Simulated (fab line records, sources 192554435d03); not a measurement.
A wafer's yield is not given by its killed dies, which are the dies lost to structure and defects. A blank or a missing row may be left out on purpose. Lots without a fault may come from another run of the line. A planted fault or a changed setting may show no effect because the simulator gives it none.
Which tool is to blame? + flow n5-finfet + 72 wafers from 24 lots sampled at 4 of the route's 1938 steps

## WHAT THE GAUGES READ, wafer by wafer
N5_SD_EPI_N_INSPECT_11: inspects for defects (macro). Usual: raw-defect-count at 2.1, with a standard deviation of 1.4.
| lot  | measured    | on                | raw-defect-count | flag |
|------|-------------|-------------------|------------------|------|
| L074 | day 3 07:14 | defect-inspect-02 | 5 1 3            |      |
| L075 | day 3 08:39 | defect-inspect-01 | 1 2 1            |      |
| L076 | day 3 13:34 | defect-inspect-02 | 0 1 3            |      |
| L077 | day 3 20:45 | defect-inspect-01 | 2 5 2            |      |
| L078 | day 4 04:56 | defect-inspect-01 | 4 2 1            |      |
| L079 | day 4 07:07 | defect-inspect-01 | 2 1 2            |      |
| L080 | day 4 13:46 | defect-inspect-02 | 1 1 2            |      |
| L081 | day 4 18:54 | defect-inspect-02 | 1 4 1            |      |
| L082 | day 5 03:47 | defect-inspect-02 | 1 1 2            |      |
| L083 | day 5 12:22 | defect-inspect-02 | 0 1 4            |      |
| L084 | day 5 17:59 | defect-inspect-02 | 1 3 1            |      |
| L085 | day 5 23:35 | defect-inspect-01 | 3 2 2            |      |
| L086 | day 6 08:00 | defect-inspect-01 | 3 2 0            |      |
| L087 | day 6 09:45 | defect-inspect-02 | 3 3 0            |      |
| L088 | day 6 16:43 | defect-inspect-02 | 1 4 4            |      |
| L089 | day 7 00:49 | defect-inspect-02 | 2 0 2            |      |
| L090 | day 7 03:32 | defect-inspect-02 | 1 2 2            |      |
| L091 | day 7 10:46 | defect-inspect-01 | 3 4 5            |      |
| L092 | day 7 15:55 | defect-inspect-02 | 1 4 2            |      |
| L093 | day 7 23:52 | defect-inspect-01 | 2 2 3            |      |
| L094 | day 8 00:52 | defect-inspect-01 | 1 2 1            |      |
| L095 | day 8 07:30 | defect-inspect-01 | 2 2 0            |      |
| L096 | day 8 13:11 | defect-inspect-01 | 3 4 5            |      |
| L097 | day 8 18:52 | defect-inspect-02 | 2 3 2            |      |

## EACH LOT AND THE TOOL THAT RAN IT (in order: tool; ch and the chambers of the sampled wafers; start)
| lot  | N5_FIN_SAQP_SPACER1_ETCHBACK_25   | N5_FIN_SAQP_RECESS_71             | N5_DUMMY_GATE_ETCH_32           |
|------|-----------------------------------|-----------------------------------|---------------------------------|
| L074 | rie-diel-06 ch 0,2,3, day 2 01:56 | vapor-etch-02 ch 0,1, day 2 03:11 | rie-si-06 ch 0,1, day 3 04:19   |
| L075 | rie-diel-01 ch 1,2,3, day 2 06:23 | vapor-etch-02 ch 0,1, day 2 07:43 | rie-si-06 ch 1,2,3, day 3 07:01 |
| L076 | rie-diel-02 ch 0,1,2, day 2 12:40 | vapor-etch-01 ch 0,1, day 2 13:44 | rie-si-01 ch 0,1,2, day 3 12:08 |
| L077 | rie-diel-06 ch 0,3, day 2 19:56   | vapor-etch-01 ch 0,1, day 2 21:08 | rie-si-01 ch 1,2, day 3 19:02   |
| L078 | rie-diel-02 ch 1,2,3, day 3 03:14 | vapor-etch-01 ch 0,1, day 3 04:37 | rie-si-05 ch 0,1,2, day 4 03:31 |
| L079 | rie-diel-01 ch 0,1,2, day 3 07:20 | vapor-etch-02 ch 0,1, day 3 08:30 | rie-si-05 ch 1,2, day 4 05:34   |
| L080 | rie-diel-02 ch 1,2, day 3 12:10   | vapor-etch-02 ch 0,1, day 3 13:40 | rie-si-05 ch 0,2,3, day 4 12:19 |
| L081 | rie-diel-06 ch 0,1,3, day 3 18:50 | vapor-etch-02 ch 0,1, day 3 19:56 | rie-si-05 ch 1,2, day 4 17:21   |
| L082 | rie-diel-01 ch 0,1,2, day 4 01:37 | vapor-etch-02 ch 0,1, day 4 02:41 | rie-si-05 ch 1,2, day 5 00:20   |
| L083 | rie-diel-01 ch 0,1, day 4 08:09   | vapor-etch-02 ch 0,1, day 4 09:14 | rie-si-05 ch 0,2,3, day 5 10:49 |
| L084 | rie-diel-01 ch 1,2, day 4 14:14   | vapor-etch-02 ch 0,1, day 4 15:37 | rie-si-01 ch 0,1,3, day 5 16:26 |
| L085 | rie-diel-06 ch 1,2,3, day 4 21:41 | vapor-etch-02 ch 0,1, day 4 22:52 | rie-si-06 ch 0,1, day 5 22:02   |
| L086 | rie-diel-01 ch 0,1,3, day 5 03:11 | vapor-etch-01 ch 0,1, day 5 04:16 | rie-si-01 ch 0,1,3, day 6 05:43 |
| L087 | rie-diel-06 ch 0,1, day 5 07:01   | vapor-etch-01 ch 0,1, day 5 08:10 | rie-si-01 ch 1,3, day 6 07:44   |
| L088 | rie-diel-01 ch 1,2,3, day 5 13:02 | vapor-etch-02 ch 0,1, day 5 14:35 | rie-si-06 ch 0,3, day 6 14:26   |
| L089 | rie-diel-02 ch 1,2, day 5 20:16   | vapor-etch-02 ch 0,1, day 5 21:28 | rie-si-05 ch 0,1,3, day 6 22:26 |
| L090 | rie-diel-02 ch 0,3, day 6 01:56   | vapor-etch-01 ch 0,1, day 6 03:20 | rie-si-06 ch 1,2, day 7 02:07   |
| L091 | rie-diel-02 ch 0,2,3, day 6 08:17 | vapor-etch-01 ch 0,1, day 6 09:46 | rie-si-06 ch 1,2,3, day 7 09:11 |
| L092 | rie-diel-06 ch 1,2,3, day 6 15:26 | vapor-etch-01 ch 0,1, day 6 16:30 | rie-si-01 ch 0,1,2, day 7 14:22 |
| L093 | rie-diel-06 ch 2,3, day 6 19:56   | vapor-etch-02 ch 0,1, day 6 21:10 | rie-si-01 ch 1,2, day 7 22:19   |
| L094 | rie-diel-02 ch 1,2, day 6 23:29   | vapor-etch-01 ch 0,1, day 7 00:44 | rie-si-06 ch 0,2,3, day 7 23:26 |
| L095 | rie-diel-02 ch 0,2,3, day 7 05:41 | vapor-etch-01 ch 0,1, day 7 07:02 | rie-si-06 ch 0,3, day 8 05:53   |
| L096 | rie-diel-01 ch 0,1,3, day 7 11:56 | vapor-etch-02 ch 0,1, day 7 13:03 | rie-si-01 ch 0,3, day 8 10:52   |
| L097 | rie-diel-01 ch 0,3, day 7 17:50   | vapor-etch-01 ch 1, day 7 18:55   | rie-si-06 ch 0,2,3, day 8 17:15 |
- N5_FIN_SAQP_SPACER1_ETCHBACK_25: etches SiO2 in CHF3/O2, target depth 24.4 nm, time 12.2 s.
- N5_FIN_SAQP_RECESS_71: chemistry HF/NH3, target SiO2, target depth 3 nm, afs cycles 1, sublimation time 60 s.
- N5_DUMMY_GATE_ETCH_32: etches SiO2 in CF4, target depth 3.5 nm, time 3.9 s.

## WHAT THE TOOLS THEMSELVES READ (means of the sampled wafers that have a number; where no wafer has one, the mark that the record gives instead)
N5_FIN_SAQP_SPACER1_ETCHBACK_25. Usual: value, then standard deviation, for each; drypump-motor-current-A 5.7 A / 0.52; oes_f_703_au 0.83 a.u. / 0.086; oes-product-au 0.82 a.u. / 0.089; rf-fwd-power-W 646.1 W / 2.1; rf-vpp-V 523 V / 5.5; showerhead-plenum-p-Torr 2.41 Torr / 0.094; throttle-valve-pct 18.87 % / 0.19.
| lot  | tool        | drypump-motor-current-A (A) | oes_f_703_au (a.u.) | oes-product-au (a.u.) | rf-fwd-power-W (W) | rf-vpp-V (V) | showerhead-plenum-p-Torr (Torr) | throttle-valve-pct (%) | flag |
|------|-------------|-----------------------------|---------------------|-----------------------|--------------------|--------------|---------------------------------|------------------------|------|
| L074 | rie-diel-06 | 5.3                         | 0.79                | 0.77                  | 648.6              | 527          | 2.37                            | 19.06                  |      |
| L075 | rie-diel-01 | 5.8                         | 0.72                | 0.71                  | 645.8              | 523          | 2.38                            | 19.04                  |      |
| L076 | rie-diel-02 | 5.7                         | 0.87                | 0.85                  | 643.9              | 518          | 2.49                            | 18.68                  |      |
| L077 | rie-diel-06 | 5.2                         | 0.78                | 0.76                  | 647.1              | 525          | 2.37                            | 19.01                  |      |
| L078 | rie-diel-02 | 5.4                         | 0.91                | 0.91                  | 645.7              | 521          | 2.45                            | 18.68                  |      |
| L079 | rie-diel-01 | 5.9                         | 0.75                | 0.74                  | 644.5              | 519          | 2.36                            | 18.98                  |      |
| L080 | rie-diel-02 | 5.7                         | 0.92                | 0.89                  | 644.7              | 517          | 2.52                            | 18.61                  |      |
| L081 | rie-diel-06 | 5.7                         | 0.81                | 0.81                  | 645.5              | 526          | 2.38                            | 18.91                  |      |
| L082 | rie-diel-01 | 5.9                         | 0.75                | 0.74                  | 645.6              | 520          | 2.36                            | 19.00                  |      |
| L083 | rie-diel-01 | 5.8                         | 0.76                | 0.74                  | 644.1              | 519          | 2.34                            | 19.04                  |      |
| L084 | rie-diel-01 | 5.7                         | 0.73                | 0.73                  | 646.1              | 522          | 2.39                            | 18.97                  |      |
| L085 | rie-diel-06 | 5.8                         | 0.88                | 0.87                  | 646.1              | 530          | 2.47                            | 18.85                  |      |
| L086 | rie-diel-01 | 5.7                         | 0.81                | 0.80                  | 645.0              | 522          | 2.35                            | 18.94                  |      |
| L087 | rie-diel-06 | 6.2                         | 0.86                | 0.86                  | 646.8              | 526          | 2.40                            | 18.84                  |      |
| L088 | rie-diel-01 | 5.8                         | 0.79                | 0.78                  | 647.6              | 523          | 2.37                            | 18.92                  |      |
| L089 | rie-diel-02 | 5.7                         | 0.88                | 0.86                  | 644.1              | 520          | 2.47                            | 18.61                  |      |
| L090 | rie-diel-02 | 5.1                         | 0.86                | 0.86                  | 646.7              | 521          | 2.38                            | 18.81                  |      |
| L091 | rie-diel-02 | 5.4                         | 0.87                | 0.85                  | 646.6              | 519          | 2.45                            | 18.74                  |      |
| L092 | rie-diel-06 | 5.8                         | 0.88                | 0.88                  | 646.0              | 530          | 2.47                            | 18.85                  |      |
| L093 | rie-diel-06 | 5.4                         | 0.91                | 0.91                  | 648.8              | 531          | 2.55                            | 18.88                  |      |
| L094 | rie-diel-02 | 5.7                         | 0.85                | 0.83                  | 643.8              | 517          | 2.51                            | 18.67                  |      |
| L095 | rie-diel-02 | 5.4                         | 0.86                | 0.84                  | 644.4              | 518          | 2.44                            | 18.75                  |      |
| L096 | rie-diel-01 | 5.7                         | 0.78                | 0.76                  | 646.8              | 522          | 2.34                            | 18.99                  |      |
| L097 | rie-diel-01 | 5.9                         | 0.79                | 0.77                  | 646.5              | 520          | 2.31                            | 19.04                  |      |

N5_FIN_SAQP_RECESS_71. Usual: drypump-motor-current-A at 5.7 A, with a standard deviation of 0.4.
| lot  | tool          | drypump-motor-current-A (A) | flag |
|------|---------------|-----------------------------|------|
| L074 | vapor-etch-02 | 5.7                         |      |
| L075 | vapor-etch-02 | 5.7                         |      |
| L076 | vapor-etch-01 | 5.5                         |      |
| L077 | vapor-etch-01 | 5.5                         |      |
| L078 | vapor-etch-01 | 5.4                         |      |
| L079 | vapor-etch-02 | 6.0                         |      |
| L080 | vapor-etch-02 | 6.0                         |      |
| L081 | vapor-etch-02 | 6.0                         |      |
| L082 | vapor-etch-02 | 6.0                         |      |
| L083 | vapor-etch-02 | 5.7                         |      |
| L084 | vapor-etch-02 | 5.7                         |      |
| L085 | vapor-etch-02 | 6.0                         |      |
| L086 | vapor-etch-01 | 5.5                         |      |
| L087 | vapor-etch-01 | 5.5                         |      |
| L088 | vapor-etch-02 | 5.7                         |      |
| L089 | vapor-etch-02 | 5.7                         |      |
| L090 | vapor-etch-01 | 5.4                         |      |
| L091 | vapor-etch-01 | 5.4                         |      |
| L092 | vapor-etch-01 | 5.5                         |      |
| L093 | vapor-etch-02 | 5.7                         |      |
| L094 | vapor-etch-01 | 5.4                         |      |
| L095 | vapor-etch-01 | 5.5                         |      |
| L096 | vapor-etch-02 | 6.0                         |      |
| L097 | vapor-etch-01 | 5.3                         |      |

N5_DUMMY_GATE_ETCH_32. Usual: drypump-motor-current-A 5.8 A, standard deviation 0.44; oes-product-au 0.992 a.u., standard deviation 0.019; rf-fwd-power-W 789 W, standard deviation 3.9; throttle-valve-pct 21.76 %, standard deviation 0.24.
| lot  | tool      | drypump-motor-current-A (A) | oes-product-au (a.u.) | rf-fwd-power-W (W) | throttle-valve-pct (%) | flag |
|------|-----------|-----------------------------|-----------------------|--------------------|------------------------|------|
| L074 | rie-si-06 | 6.1                         | 1.007                 | 794                | 21.65                  |      |
| L075 | rie-si-06 | 5.7                         | 0.994                 | 788                | 21.71                  |      |
| L076 | rie-si-01 | 5.8                         | 0.990                 | 789                | 21.79                  |      |
| L077 | rie-si-01 | 5.3                         | 0.997                 | 789                | 21.85                  |      |
| L078 | rie-si-05 | 6.0                         | 1.001                 | 787                | 21.75                  |      |
| L079 | rie-si-05 | 6.2                         | 0.997                 | 789                | 22.04                  |      |
| L080 | rie-si-05 | 6.0                         | 0.985                 | 790                | 21.85                  |      |
| L081 | rie-si-05 | 6.2                         | 0.996                 | 790                | 22.04                  |      |
| L082 | rie-si-05 | 6.0                         | 1.014                 | 792                | 21.76                  |      |
| L083 | rie-si-05 | 6.0                         | 0.976                 | 791                | 21.82                  |      |
| L084 | rie-si-01 | 5.9                         | 0.992                 | 790                | 21.97                  |      |
| L085 | rie-si-06 | 6.1                         | 1.007                 | 791                | 21.65                  |      |
| L086 | rie-si-01 | 5.9                         | 0.992                 | 787                | 21.97                  |      |
| L087 | rie-si-01 | 5.4                         | 0.989                 | 791                | 22.01                  |      |
| L088 | rie-si-06 | 5.6                         | 1.004                 | 790                | 21.58                  |      |
| L089 | rie-si-05 | 5.8                         | 0.993                 | 791                | 21.55                  |      |
| L090 | rie-si-06 | 5.9                         | 0.980                 | 792                | 21.74                  |      |
| L091 | rie-si-06 | 5.7                         | 0.991                 | 789                | 21.68                  |      |
| L092 | rie-si-01 | 5.8                         | 0.995                 | 789                | 21.80                  |      |
| L093 | rie-si-01 | 5.4                         | 1.001                 | 782                | 21.76                  |      |
| L094 | rie-si-06 | 5.7                         | 0.995                 | 788                | 21.57                  |      |
| L095 | rie-si-06 | 5.8                         | 1.006                 | 790                | 21.58                  |      |
| L096 | rie-si-01 | 6.4                         | 0.991                 | 785                | 21.93                  |      |
| L097 | rie-si-06 | 5.7                         | 0.985                 | 788                | 21.58                  |      |

## THE ANSWER, worked out from the rows above alone
Rule: a lot is off if the mean of its wafers that have a number lies more than 3 standard deviations from the usual mean. A lot without any number at a reading at which 4 lots or more have one is off too. All remaining lots with rows at the step are treated as sound. The gauges are gone through in route order, then the tools' own readings, and for those a lot's mean is taken as printed above. The first step at which some lot is off is used, and at that step the reading that is off furthest; a lot without a number counts as furthest.
None of the lots is off at any reading shown; this tells nothing.

## WHAT THE SIMULATOR HAD INSERTED
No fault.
